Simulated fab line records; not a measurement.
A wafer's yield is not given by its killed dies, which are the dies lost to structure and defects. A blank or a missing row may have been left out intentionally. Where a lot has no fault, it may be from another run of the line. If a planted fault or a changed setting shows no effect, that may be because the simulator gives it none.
fab line records	flow nand_harc	part 1 of 2: steps 1 to 4 of 6
record: lots: 23	wafers: 69	last_day: 33
route steps=1302 shown A_M0@1151 A_M1@1179
lots that met no fault: taken from a fault-free run of the same line
start_h: start of the lot's first displayed wafer, in hours after the record's first day	wait_h: hours from the lot's prior step to this one	" same as the row above	L1.1+2: a single row standing in for several wafers	- no value, or no start was given	* or withheld: withheld	< > ~ a bound
route shown NAME@n: a module of which the file shows steps, and the number in the route of the first	usual: mean/standard deviation taken from wafers without a fault	same: alike in all rows	chamber/n: place in a boat	sites: the reading at each site	_std_site: standard deviation across them	_edge_site: the outer-site mean with the inner-site mean subtracted	radius_mm: for every site, how far away it sits from the centre of the wafer	mask NAME#n: copy n	behind: tool/chamber where the wafer was last shaped	hold: the reason the lot was held/the length of the hold in hours/how it ended	device: which transistor (n, p or np) failed to switch	end of line: tests run on the same wafers once the route is complete	for a step that has no rows: nothing shown but its recipe	killed: dies that structure and defects cost at the first sort, which is not the same as the wafer's yield	map: a wafer's dies, x killed, . not, _ none there
set.NAME: the setting as run; set.NAME@STEP: as run at that earlier step	model.NAME: the simulator's own value behind a step, which no gauge read
one table for each step of the route and one row for each wafer, over a sample of lots
services: a tool's chamber out of use, with start hour (start_h, from the record's first day; less than 0 if before it), hours out, and reason
== steps ==
step: NHARC_A_M0_ETCH_34
recipe: target_depth_a: 400	overetch_a: 120	time_s: 43.94	ion_energy_ev: 200	n2_flow_sccm: 150	h2_flow_sccm: 150	ar_flow_sccm: 0	rf_w: 400	bias_w: 150	chemistry: N2/H2
usual: drypump_motor_current_A: 5.5/0.38	oes_product_au: 0.998/0.0077	rf_vpp_V: 431.2/2.7	showerhead_plenum_p_Torr: 2.06/0.096	throttle_valve_pct: 14.169/0.0088
lot.wafer	tool	chamber	start_h	wait_h	drypump_motor_current_A	oes_product_au	rf_hours_counter_h	rf_vpp_V	showerhead_plenum_p_Torr	throttle_valve_pct
L074.3	rie_diel-07	0	532.90	0.1	5.9	1.007	1.3	431.3	2.11	14.158
L074.2	"	1	"	"	5.7	1.012	3.2	433.7	2.12	14.175
L074.6	"	3	"	"	5.8	0.998	-	431.6	2.06	14.170
L075.4	rie_diel-07	3	538.35	0.1	5.8	1.005	3.5	431.5	2.05	14.162
L075.5	"	1	"	"	5.7	0.997	-	432.4	2.12	14.150
L075.6	"	2	"	"	5.2	1.002	-	425.5	1.90	14.183
L077.2	rie_diel-07	0	552.09	0.1	5.9	0.996	1.9	432.6	2.11	14.180
L077.4	"	1	"	"	5.7	1.005	3.8	433.0	2.12	14.157
L077.5	"	2	"	"	5.1	1.000	-	426.8	1.89	14.172
L076.2	rie_diel-07	2	554.63	0.1	5.1	1.004	2.3	427.3	1.90	14.171
L076.3	"	1	"	"	5.7	1.016	3.9	432.5	2.12	14.166
L076.6	"	3	"	"	5.8	1.013	-	432.5	2.05	14.166
L078.3	rie_diel-13	3	568.75	0.1	5.9	0.996	1.4	432.9	2.12	14.187
L078.1	"	1	"	"	6.0	0.999	1.2	427.9	1.97	14.170
L078.6	"	2	"	"	5.4	0.998	-	434.0	2.16	14.173
L079.4	rie_diel-13	2	573.11	0.1	5.4	0.991	1.7	433.8	2.16	14.176
L079.1	"	3	"	"	5.9	0.997	1.6	433.6	2.12	14.168
L079.5	"	2	"	"	5.4	0.980	-	434.6	2.16	14.155
L080.4	rie_diel-07	2	597.04	0.1	5.2	1.001	5.5	427.2	1.89	14.157
L080.2	"	3	"	"	5.8	0.999	5.7	432.3	2.05	14.169
L080.1	"	0	"	"	5.9	0.999	5.8	432.8	2.11	14.168
L081.2	rie_diel-07	1	597.25	0.1	5.7	1.006	8.0	433.3	2.12	14.171
L081.3	"	2	"	"	5.2	0.997	5.6	427.5	1.89	14.163
L081.4	"	3	"	"	5.8	1.003	5.7	432.4	2.05	14.163
L082.3	rie_diel-09	3	609.11	0.1	5.8	1.008	4.3	426.8	1.92	14.175
L082.1	"	1	"	"	4.8	0.997	3.5	432.1	2.09	14.170
L082.5	"	3	"	"	5.8	0.999	-	428.2	1.92	14.166
L083.3	rie_diel-13	0	616.27	0.1	5.1	0.992	4.0	434.5	2.19	14.167
L083.5	"	1	"	"	6.1	0.990	-	429.3	1.97	14.174
L083.6	"	0	"	"	5.1	1.006	-	434.3	2.19	14.156
L085.2	rie_diel-07	0	628.03	0.1	5.9	1.010	7.8	431.5	2.11	14.170
L085.4	"	1	"	"	5.7	1.005	10.0	431.9	2.12	14.167
L085.5	"	2	"	"	5.2	1.000	-	427.3	1.89	14.162
L084.3	rie_diel-09	2	629.67	0.1	5.3	1.007	5.4	427.9	2.03	14.170
L084.2	"	0	"	"	5.6	1.003	5.0	433.4	2.13	14.157
L084.6	"	2	"	"	5.3	0.999	-	430.5	2.03	14.185
L086.3	rie_diel-09	0	643.62	0.1	5.6	0.993	5.3	434.7	2.13	14.176
L086.5	"	1	"	"	4.8	0.995	-	430.2	2.09	14.172
L086.6	"	2	"	"	5.3	1.002	-	429.8	2.03	14.178
L087.1	rie_diel-09	2	664.96	0.1	5.3	1.015	8.1	430.1	2.02	14.173
L087.5	"	0	"	"	5.6	0.998	-	433.2	2.13	14.174
L087.6	"	1	"	"	4.8	0.999	-	433.1	2.09	14.163
L089.1	rie_diel-13	2	671.47	0.1	5.4	0.993	6.8	434.2	2.16	14.165
L089.6	"	0	"	"	5.1	0.989	-	434.5	2.19	14.171
L089.5	"	1	"	"	6.1	0.985	-	427.0	1.97	14.174
L088.3	rie_diel-13	0	673.47	0.1	5.1	1.004	7.8	435.5	2.19	14.183
L088.2	"	1	"	"	6.0	0.978	7.1	427.5	1.97	14.164
L088.6	"	0	"	"	5.1	1.001	-	434.5	2.19	14.167
L091.2	rie_diel-13	1	682.48	0.1	6.0	0.982	7.6	427.7	1.97	14.176
L091.4	"	2	"	"	5.4	0.988	7.3	434.0	2.16	14.172
L091.5	"	1	"	"	6.0	0.978	-	428.5	1.97	14.165
L092.3	rie_diel-09	1	698.32	0.1	4.8	0.985	0.5	431.6	2.09	14.178
L092.1	"	2	"	"	5.3	1.011	1.0	429.2	2.02	14.165
L092.5	"	2	"	"	5.3	1.006	-	429.7	2.02	14.170
L094.1	rie_diel-09	3	713.25	0.1	5.7	1.005	2.3	427.1	1.91	14.167
L094.2	"	0	"	"	5.6	0.999	1.4	433.0	2.13	14.153
L094.3	"	1	"	"	4.8	1.009	1.7	431.8	2.09	14.181
L093.4	rie_diel-07	1	714.45	0.1	5.8	0.998	4.4	433.1	2.11	14.173
L093.2	"	3	"	"	5.8	0.993	4.6	431.1	2.05	14.165
L093.1	"	0	"	"	5.9	1.000	1.3	433.7	2.11	14.163
L095.3	rie_diel-13	3	737.82	0.1	5.9	1.000	1.1	432.1	2.12	14.188
L095.4	"	0	"	"	5.1	0.995	1.1	434.9	2.19	14.174
L095.1	"	1	"	"	6.1	0.993	1.6	430.2	1.97	14.166
L096.2	rie_diel-13	0	745.46	0.1	5.1	0.991	1.5	435.5	2.19	14.176
L096.4	"	1	"	"	6.1	0.983	1.9	428.0	1.97	14.165
L096.6	"	0	"	"	5.1	0.997	-	434.5	2.19	14.179
L097.4	rie_diel-13	2	746.87	0.1	5.4	0.991	1.9	435.0	2.16	14.178
L097.1	"	3	"	"	5.9	0.985	1.5	432.4	2.12	14.153
L097.3	"	1	"	"	6.0	0.992	2.0	428.1	1.97	14.188
step: NHARC_A_M0_STRIP_18
recipe: power_w: 1000	n2_flow_sccm: 150	h2_flow_sccm: 150	ar_flow_sccm: 0	bias_w: 0	chemistry: N2/H2
usual: drypump_motor_current_A: 5.5/0.38	oes_product_au: 0.999/0.0087	rf_vpp_V: 90.8/0.99	showerhead_plenum_p_Torr: 2.06/0.09	throttle_valve_pct: 14.172/0.0099
lot.wafer	tool	chamber	start_h	wait_h	drypump_motor_current_A	oes_product_au	rf_hours_counter_h	rf_vpp_V	showerhead_plenum_p_Torr	throttle_valve_pct
L074.3	rie_diel-09	1	533.18	0.1	4.8	1.012	1.2	91.2	2.09	14.166
L074.2	"	0	"	"	5.5	0.997	1.9	93.9	2.13	14.173
L074.6	"	2	"	"	5.3	1.020	-	90.7	2.03	14.161
L075.4	rie_diel-07	3	538.70	0.1	5.8	1.014	3.6	90.4	2.05	14.170
L075.6	"	0	"	"	5.9	1.000	-	90.2	2.11	14.163
L075.5	"	1	"	"	5.7	1.010	-	91.8	2.12	14.168
L077.2	rie_diel-09	0	552.37	0.1	5.6	1.001	2.3	90.6	2.13	14.169
L077.4	"	3	"	"	5.8	1.017	2.3	89.9	1.92	14.176
L077.5	"	0	"	"	5.6	1.004	-	90.4	2.13	14.174
L076.3	rie_diel-13	3	554.91	0.1	5.9	0.996	1.2	91.6	2.12	14.183
L076.2	"	2	"	"	5.4	0.984	1.4	92.2	2.16	14.169
L076.6	"	0	"	"	5.1	0.999	-	89.4	2.19	14.161
L078.1	rie_diel-09	2	569.09	0.1	5.3	1.003	2.1	90.0	2.03	14.157
L078.3	"	3	"	"	5.8	0.997	2.7	89.8	1.92	14.197
L078.6	"	1	"	"	4.7	1.004	-	91.9	2.09	14.162
L079.1	rie_diel-07	2	573.42	0.1	5.1	1.005	5.3	90.5	1.89	14.156
L079.5	"	1	"	"	5.7	1.014	-	91.3	2.12	14.167
L079.4	"	0	"	"	5.9	1.006	-	90.4	2.11	14.171
L080.4	rie_diel-09	1	597.32	0.1	4.8	0.993	2.6	89.7	2.09	14.183
L080.2	"	2	"	"	5.3	1.006	2.7	91.2	2.03	14.162
L080.1	"	0	"	"	5.6	1.004	3.1	90.0	2.13	14.171
L081.4	rie_diel-13	1	597.54	0.1	6.0	0.997	2.9	89.6	1.97	14.171
L081.3	"	3	"	"	5.9	1.002	3.5	90.7	2.12	14.185
L081.2	"	0	"	"	5.1	0.992	3.2	91.9	2.19	14.179
L082.1	rie_diel-13	0	609.40	0.1	5.1	0.986	3.6	91.7	2.19	14.158
L082.3	"	3	"	"	5.9	0.980	3.7	90.6	2.12	14.169
L082.5	"	1	"	"	6.0	0.990	-	90.4	1.97	14.185
L083.3	rie_diel-09	0	616.59	0.1	5.6	1.002	4.6	91.9	2.13	14.181
L083.5	"	3	"	"	5.8	1.011	-	89.5	1.92	14.169
L083.6	"	0	"	"	5.6	0.997	-	92.2	2.13	14.169
L085.2	rie_diel-13	3	628.31	0.1	5.9	0.999	4.6	92.1	2.12	14.170
L085.4	"	2	"	"	5.4	0.989	4.1	91.9	2.16	14.160
L085.5	"	0	"	"	5.1	0.999	-	89.2	2.19	14.155
L084.3	rie_diel-07	3	629.95	0.1	5.8	1.005	7.7	92.6	2.05	14.172
L084.2	"	0	"	"	5.9	0.998	8.8	91.3	2.11	14.190
L084.6	"	3	"	"	5.8	1.008	-	90.6	2.05	14.154
L086.3	rie_diel-07	2	643.90	0.1	5.1	1.008	8.2	89.6	1.89	14.167
L086.6	"	2	"	"	5.2	1.008	-	90.5	1.89	14.176
L086.5	"	3	"	"	5.8	1.001	-	89.5	2.05	14.179
L087.1	rie_diel-09	1	665.24	0.1	4.8	1.004	7.3	89.9	2.09	14.167
L087.5	"	1	"	"	4.8	1.003	-	90.5	2.09	14.167
L087.6	"	2	"	"	5.3	1.009	-	90.2	2.02	14.170
L089.1	rie_diel-07	2	671.83	0.1	5.1	0.995	1.0	90.0	1.89	14.174
L089.6	"	3	"	"	5.8	0.990	-	90.5	2.05	14.158
L089.5	"	0	"	"	5.9	1.006	-	89.7	2.11	14.196
L088.2	rie_diel-07	2	673.75	0.1	5.1	0.994	1.0	89.5	1.89	14.182
L088.3	"	1	"	"	5.7	1.002	0.9	91.4	2.11	14.172
L088.6	"	3	"	"	5.8	1.003	-	91.7	2.05	14.161
L091.2	rie_diel-13	0	682.76	0.1	5.1	0.999	8.4	90.2	2.19	14.170
L091.4	"	3	"	"	5.9	0.991	8.1	91.0	2.12	14.182
L091.5	"	0	"	"	5.1	0.996	-	90.2	2.19	14.176
L092.3	rie_diel-09	1	698.61	0.1	4.8	0.998	0.6	90.7	2.09	14.189
L092.1	"	2	"	"	5.3	1.001	1.1	92.1	2.02	14.176
L092.5	"	2	"	"	5.3	1.005	-	91.7	2.02	14.172
L094.2	rie_diel-07	3	713.53	0.1	5.8	0.996	4.5	92.8	2.05	14.178
L094.1	"	0	"	"	5.9	1.007	1.2	89.8	2.11	14.175
L094.3	"	1	"	"	5.7	1.003	4.4	91.6	2.11	14.178
L093.4	rie_diel-13	2	714.74	0.1	5.4	1.005	0.8	91.7	2.16	14.182
L093.1	"	0	"	"	5.1	0.993	0.5	92.1	2.19	14.175
L093.2	"	1	"	"	6.0	0.988	0.9	89.6	1.97	14.166
L095.4	rie_diel-13	0	738.10	0.1	5.1	0.985	1.1	91.3	2.19	14.157
L095.1	"	1	"	"	6.0	0.980	1.6	90.2	1.97	14.182
L095.3	"	3	"	"	5.9	0.988	1.1	89.8	2.12	14.176
L096.2	rie_diel-09	1	745.80	0.1	4.8	0.991	3.1	90.2	2.09	14.186
L096.4	"	2	"	"	5.3	1.014	4.6	89.5	2.02	14.182
L096.6	"	3	"	"	5.8	1.018	-	89.5	1.91	14.168
L097.4	rie_diel-07	1	747.19	0.1	5.7	0.991	5.7	91.1	2.11	14.177
L097.1	"	2	"	"	5.2	0.993	5.6	90.5	1.89	14.167
L097.3	"	3	"	"	5.8	0.988	5.7	91.8	2.05	14.160
step: NHARC_A_M1_CD_MEAS_09
recipe: target_cd_nm: 120	landing_energy_ev: 500
usual: cd_nm: 119.6/0.57
lot.wafer	tool	chamber	start_h	wait_h	cd_nm
L074.2	cd_sem-03	0	536.64	-	119.9
L074.3	"	0	"	"	120.1
L074.6	"	0	"	"	119.9
L075.4	cd_sem-03	0	542.14	-	120.1
L075.5	"	0	"	"	119.5
L075.6	"	0	"	"	119.4
L077.2	cd_sem-03	0	556.35	-	119.6
L077.4	"	0	"	"	119.3
L077.5	"	0	"	"	118.6
L076.2	cd_sem-01	0	558.42	-	119.5
L076.3	"	0	"	"	119.1
L076.6	"	0	"	"	119.6
L078.1	cd_sem-03	0	572.96	-	119.2
L078.3	"	0	"	"	119.7
L078.6	"	0	"	"	120.1
L079.1	cd_sem-02	0	577.05	-	119.8
L079.4	"	0	"	"	120.2
L079.5	"	0	"	"	119.7
L080.1	cd_sem-03	0	600.79	-	119.4
L080.2	"	0	"	"	120.0
L080.4	"	0	"	"	119.4
L081.2	cd_sem-02	0	601.09	-	120.4
L081.3	"	0	"	"	120.3
L081.4	"	0	"	"	118.6
L082.1	cd_sem-02	0	612.82	-	120.3
L082.3	"	0	"	"	119.3
L082.5	"	0	"	"	119.1
L083.3	cd_sem-02	0	620.06	-	119.7
L083.5	"	0	"	"	120.1
L083.6	"	0	"	"	119.2
L085.2	cd_sem-03	0	631.65	-	119.7
L085.4	"	0	"	"	119.2
L085.5	"	0	"	"	119.8
L084.2	cd_sem-03	0	633.42	-	120.5
L084.3	"	0	"	"	120.9
L084.6	"	0	"	"	120.8
L086.3	cd_sem-03	0	647.46	-	119.5
L086.5	"	0	"	"	119.6
L086.6	"	0	"	"	120.0
L087.1	cd_sem-01	0	668.73	-	119.2
L087.5	"	0	"	"	119.5
L087.6	"	0	"	"	118.7
L089.1	cd_sem-03	0	675.23	-	119.7
L089.5	"	0	"	"	119.6
L089.6	"	0	"	"	119.6
L088.2	cd_sem-01	0	677.24	-	119.1
L088.3	"	0	"	"	119.7
L088.6	"	0	"	"	119.0
L091.2	cd_sem-03	0	686.23	-	119.0
L091.4	"	0	"	"	119.0
L091.5	"	0	"	"	119.3
L092.1	cd_sem-03	0	702.20	-	118.5
L092.3	"	0	"	"	118.9
L092.5	"	0	"	"	118.4
L094.1	cd_sem-02	0	716.99	-	119.9
L094.2	"	0	"	"	120.7
L094.3	"	0	"	"	120.1
L093.1	cd_sem-02	0	718.19	-	119.7
L093.2	"	0	"	"	120.4
L093.4	"	0	"	"	120.0
L095.1	cd_sem-01	0	741.59	-	120.8
L095.3	"	0	"	"	120.6
L095.4	"	0	"	"	119.2
L096.2	cd_sem-02	0	750.09	-	120.4
L096.4	"	0	"	"	120.2
L096.6	"	0	"	"	120.3
L097.1	cd_sem-01	0	750.87	-	119.2
L097.3	"	0	"	"	119.6
L097.4	"	0	"	"	118.7
step: NHARC_A_M1_ETCH_35
recipe: target_depth_a: 400	overetch_a: 120	time_s: 43.94	ion_energy_ev: 200	n2_flow_sccm: 150	h2_flow_sccm: 150	ar_flow_sccm: 0	rf_w: 400	bias_w: 150	chemistry: N2/H2
usual: drypump_motor_current_A: 5.5/0.32	oes_product_au: 1.002/0.0073	rf_vpp_V: 430.2/2.1	showerhead_plenum_p_Torr: 2.02/0.075	throttle_valve_pct: 14.172/0.0091
lot.wafer	tool	chamber	start_h	wait_h	drypump_motor_current_A	oes_product_au	rf_hours_counter_h	rf_vpp_V	showerhead_plenum_p_Torr	throttle_valve_pct
L074.3	rie_diel-06	1	536.92	0.1	5.0	0.996	2.3	427.5	1.93	14.189
L074.2	"	3	"	"	5.6	1.018	4.0	432.5	2.14	14.178
L074.6	"	1	"	"	5.0	0.994	-	427.8	1.93	14.165
L075.4	rie_diel-10	2	542.40	0.1	5.7	0.998	6.6	431.0	2.07	14.169
L075.5	"	2	"	"	5.7	0.995	-	432.2	2.07	14.177
L075.6	"	3	"	"	6.0	1.011	-	429.0	1.95	14.159
L077.2	rie_diel-10	3	556.65	0.1	5.9	1.016	7.2	428.6	1.95	14.176
L077.4	"	0	"	"	5.3	1.013	7.3	425.9	1.91	14.174
L077.5	"	1	"	"	5.7	1.004	-	430.1	2.03	14.181
L076.3	rie_diel-06	1	558.69	0.1	5.0	0.998	5.2	426.9	1.93	14.174
L076.2	"	2	"	"	5.6	0.983	5.2	429.3	2.00	14.161
L076.6	"	1	"	"	5.1	0.995	-	427.5	1.93	14.169
L078.1	rie_diel-06	0	573.23	0.1	5.2	1.005	7.1	430.9	2.09	14.177
L078.3	"	1	"	"	5.0	1.008	5.5	427.7	1.93	14.170
L078.6	"	0	"	"	5.3	1.009	-	431.5	2.09	14.175
L079.1	rie_diel-10	0	577.32	0.1	5.3	0.999	8.7	427.3	1.91	14.176
L079.4	"	2	"	"	5.7	0.992	8.5	432.1	2.07	14.160
L079.5	"	1	"	"	5.7	1.003	-	430.5	2.03	14.173
L080.1	rie_diel-06	2	601.06	0.1	5.6	1.007	6.8	430.1	2.00	14.174
L080.2	"	0	"	"	5.2	1.004	9.1	430.0	2.09	14.176
L080.4	"	1	"	"	5.0	0.990	7.5	426.4	1.93	14.177
L081.4	rie_diel-06	2	601.36	0.1	5.6	1.003	6.8	429.7	2.00	14.176
L081.2	"	0	"	"	5.2	1.004	9.2	433.2	2.09	14.169
L081.3	"	1	"	"	5.0	1.005	7.5	427.2	1.93	14.181
L082.3	rie_diel-10	2	613.10	0.1	5.7	0.993	0.0	431.1	2.07	14.161
L082.1	"	0	"	"	5.3	1.011	0.0	426.9	1.91	14.171
L082.5	"	2	"	"	5.7	0.999	-	431.2	2.07	14.174
L083.3	rie_diel-01	3	620.34	0.1	6.1	1.000	1.4	434.7	2.14	14.163
L083.5	"	0	"	"	5.3	0.997	-	432.3	2.10	14.184
L083.6	"	1	"	"	5.0	1.000	-	431.2	2.00	14.171
L085.2	rie_diel-10	2	631.93	0.1	5.7	0.993	1.1	431.1	2.07	14.171
L085.4	"	0	"	"	5.3	1.006	0.9	427.5	1.91	14.176
L085.5	"	2	"	"	5.7	0.992	-	432.0	2.07	14.169
L084.3	rie_diel-10	0	633.69	0.1	5.3	1.011	1.0	426.8	1.91	14.172
L084.2	"	3	"	"	6.0	1.012	1.0	429.3	1.95	14.192
L084.6	"	1	"	"	5.7	0.995	-	430.0	2.03	14.169
L086.3	rie_diel-10	3	647.73	0.1	5.9	1.002	1.6	428.0	1.95	14.178
L086.6	"	2	"	"	5.7	0.999	-	432.8	2.07	14.167
L086.5	"	3	"	"	6.0	0.997	-	430.1	1.95	14.182
L087.1	rie_diel-10	3	669.01	0.1	5.9	1.008	2.8	427.6	1.95	14.192
L087.5	"	1	"	"	5.7	0.991	-	430.7	2.03	14.172
L087.6	"	2	"	"	5.7	1.009	-	431.2	2.07	14.170
L089.1	rie_diel-01	0	675.50	0.1	5.3	0.998	3.0	430.7	2.10	14.159
L089.5	"	3	"	"	6.1	1.005	-	432.9	2.14	14.165
L089.6	"	0	"	"	5.3	1.005	-	431.5	2.10	14.173
L088.3	rie_diel-01	0	677.52	0.1	5.3	1.005	3.0	432.6	2.10	14.195
L088.2	"	2	"	"	5.7	1.006	3.1	427.8	1.95	14.175
L088.6	"	3	"	"	6.1	1.001	-	432.9	2.14	14.179
L091.2	rie_diel-06	0	686.49	0.1	5.3	1.011	1.5	432.3	2.08	14.169
L091.4	"	2	"	"	5.6	1.003	1.9	429.1	2.00	14.174
L091.5	"	1	"	"	5.0	0.998	-	427.2	1.93	14.177
L092.1	rie_diel-01	2	702.49	0.1	5.7	0.998	3.7	427.5	1.95	14.176
L092.3	"	1	"	"	5.0	0.992	3.6	429.6	2.00	14.170
L092.5	"	2	"	"	5.7	0.995	-	427.5	1.95	14.172
L094.3	rie_diel-01	1	717.28	0.1	5.0	0.998	3.8	429.5	2.00	14.182
L094.1	"	2	"	"	5.7	0.996	3.9	429.4	1.95	14.183
L094.2	"	0	"	"	5.3	1.002	3.7	433.2	2.10	14.164
L093.2	rie_diel-01	1	718.49	0.1	5.0	0.992	3.9	431.0	2.00	14.171
L093.1	"	2	"	"	5.7	1.000	4.0	428.5	1.95	14.188
L093.4	"	0	"	"	5.3	1.010	-	433.1	2.10	14.164
L095.3	rie_diel-10	0	741.86	0.1	5.3	1.016	7.3	425.1	1.91	14.173
L095.1	"	1	"	"	5.7	0.997	7.4	430.5	2.03	14.172
L095.4	"	2	"	"	5.7	1.005	7.2	432.2	2.07	14.174
L096.2	rie_diel-10	3	750.41	0.1	5.9	1.011	6.7	427.9	1.95	14.185
L096.4	"	2	"	"	5.7	0.995	-	431.6	2.07	14.180
L096.6	"	2	"	"	5.7	0.999	-	430.8	2.07	14.171
L097.3	rie_diel-06	0	751.15	0.1	5.2	0.997	3.8	431.3	2.08	14.178
L097.4	"	1	"	"	5.0	0.998	3.9	426.8	1.93	14.183
L097.1	"	2	"	"	5.6	1.003	4.3	429.8	2.00	14.175
